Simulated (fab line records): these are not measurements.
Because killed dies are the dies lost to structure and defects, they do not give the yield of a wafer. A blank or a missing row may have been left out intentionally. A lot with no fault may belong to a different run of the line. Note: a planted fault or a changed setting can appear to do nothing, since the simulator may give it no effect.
Split-lot experiment -- flow n5 finfet -- 39 wafers read across 7 lots, on a route 1938 steps long

== SPLIT DETAILS ==
At N5_BEOL_M0_TRENCH_ETCH_107 (etches SiOC in C4F6/O2, target depth 32.8 nm, time 16.4 s), the setting target depth a was moved away from the recipe's 328 angstrom on 18 of the 39 wafers read, by -59.0% to +24.1%. All remaining wafers had this setting at the recipe value.

== FROM SPLIT TO READING: 1 step shown by the file between the two ==
- N5_BEOL_M0_STRIP_142: strips in N2/H2, time 10 s

== THE READING ==
trench depth nm, in nm, at N5_BEOL_M0_OCD_MEAS_108. Typical for fault-free wafers on this fab line: 32.7 nm, with standard deviation 0.47 nm.

wafer,"tool, chamber at the split","target depth a as run, angstrom",against the recipe,"trench depth nm, nm",against lot-mates on the recipe
L082.1,"rie diel-01, 1",328,recipe,33.1,-
L082.2,"rie diel-01, 2",328,recipe,32.2,-
L082.3,"rie diel-01, 3",392.5,+19.7%,39.2,+6.3
L082.4,"rie diel-01, 0",392.5,+19.7%,40.3,+7.4
L082.5,"rie diel-01, 1",328,recipe,33.5,-
L082.6,"rie diel-01, 2",392.5,+19.7%,39.2,+6.3
L087.1,"rie diel-05, 0",404.7,+23.4%,41.0,+8.7
L087.2,"rie diel-05, 3",404.7,+23.4%,39.9,+7.6
L087.3,"rie diel-05, 1,3",328,recipe,32.2,-
L087.4,"rie diel-05, 0",404.7,+23.4%,40.5,+8.2
L087.5,"rie diel-05, 1",328,recipe,32.7,-
L087.6,"rie diel-05, 1,3",328,recipe,32.1,-
L088.1,"rie diel-05, 3",328,recipe,32.7,-
L088.3,"rie diel-05, 2",328,recipe,32.7,-
L088.6,"rie diel-05, 3",328,recipe,31.9,-
L091.1,"rie diel-01, 0",407.1,+24.1%,40.7,+8.0
L091.2,"rie diel-01, 2",328,recipe,32.3,-
L091.3,"rie diel-01, 3",328,recipe,33.1,-
L091.4,"rie diel-01, 1",407.1,+24.1%,40.5,+7.8
L091.5,"rie diel-01, 1",407.1,+24.1%,40.5,+7.8
L091.6,"rie diel-01, 0",328,recipe,32.7,-
L093.1,"rie diel-05, 2",328,recipe,31.9,-
L093.2,"rie diel-05, 1",183.2,-44.1%,17.8,-14.3
L093.3,"rie diel-05, 3",183.2,-44.1%,18.2,-13.9
L093.4,"rie diel-05, 0",183.2,-44.1%,18.5,-13.6
L093.5,"rie diel-05, 3,2",328,recipe,32.6,-
L093.6,"rie diel-05, 3,2",328,recipe,31.9,-
L094.1,"rie diel-04, 1,0",134.6,-59.0%,13.5,-19.4
L094.2,"rie diel-04, 3",328,recipe,33.5,-
L094.3,"rie diel-04, 1,0",134.6,-59.0%,13.8,-19.1
L094.4,"rie diel-04, 3",328,recipe,32.9,-
L094.5,"rie diel-04, 0",134.6,-59.0%,14.0,-18.9
L094.6,"rie diel-04, 1",328,recipe,32.2,-
L096.1,"rie diel-04, 2,1,3",153,-53.4%,15.3,-17.7
L096.2,"rie diel-04, 2,1,3",153,-53.4%,15.6,-17.4
L096.3,"rie diel-04, 2,1,3",153,-53.4%,15.7,-17.3
L096.4,"rie diel-04, 0",328,recipe,32.9,-
L096.5,"rie diel-04, 0",328,recipe,33.1,-
L096.6,"rie diel-04, 3",328,recipe,32.9,-
If several chambers appear in one row, that row covers several wafers at once and the file leaves open which wafer was in which chamber.

THE FIT
A straight line over all 39 wafers: trench depth nm changes by +0.325 nm for each +1% of target depth a; r = +1.00; the points scatter about the line by 0.47 nm.
The same after taking each lot's own level away (the mean of its wafers on the recipe; 39 wafers): +0.326 nm for each +1%; r = +1.00; scatter 0.41 nm.
According to that fit, moving target depth a by its largest amount changes the reading by 19 nm.
Measured against the standard deviation above, the lots' own levels, which go from 32.13 to 32.97 nm, span 1.8 times it.
Hence the lot-to-lot level has little effect on the slope; both slopes agree.
Check: with one of the wafers moved furthest among these (-59.0%) left out of the fit, the line predicts -19.1 nm for it against its lot-mates. It came out at -19.4 nm against them.

== OTHER SPLITS APPLIED TO THESE WAFERS ==
Other splits were also applied to these wafers ahead of the reading. Each is held against what the fit with the lots' levels taken away leaves over:
other split on the same wafers,wafers away from the commonest value,r with trench depth nm (lot level and that fit taken away)
N5_GATE_CUT_HM_DEP_46 target thk a,15,+0.28
N5_BEOL_M0_SAQP_ETCH_106 target depth a,18,+0.07

== THE WHOLE CHAIN: every reading that the file lists as answering this split, in the file's order ==
step,what it does,reading,change (the file's fit),r (the file's)
N5_BEOL_M0_TRENCH_ETCH_107,"etches SiOC in C4F6/O2, target depth 32.8 nm, time 16.4 s","BEOL_M0.feature depth nm (the simulator's own value, which no gauge read)",+0.33 nm for each +1% of the setting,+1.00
N5_BEOL_M0_TRENCH_ETCH_107,"etches SiOC in C4F6/O2, target depth 32.8 nm, time 16.4 s","TiN_of_BEOL_M0_SAQP_HM_DEP_02.thk nm (the simulator's own value, which no gauge read)",-0.0137 nm for each +1% of the setting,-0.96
N5_BEOL_M0_OCD_MEAS_108,,trench depth nm,+0.325 nm for each +1% of the setting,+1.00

== FILE'S OWN FIT ==
trench depth nm changes by +0.325 nm for each +1% of target depth a, r = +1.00.
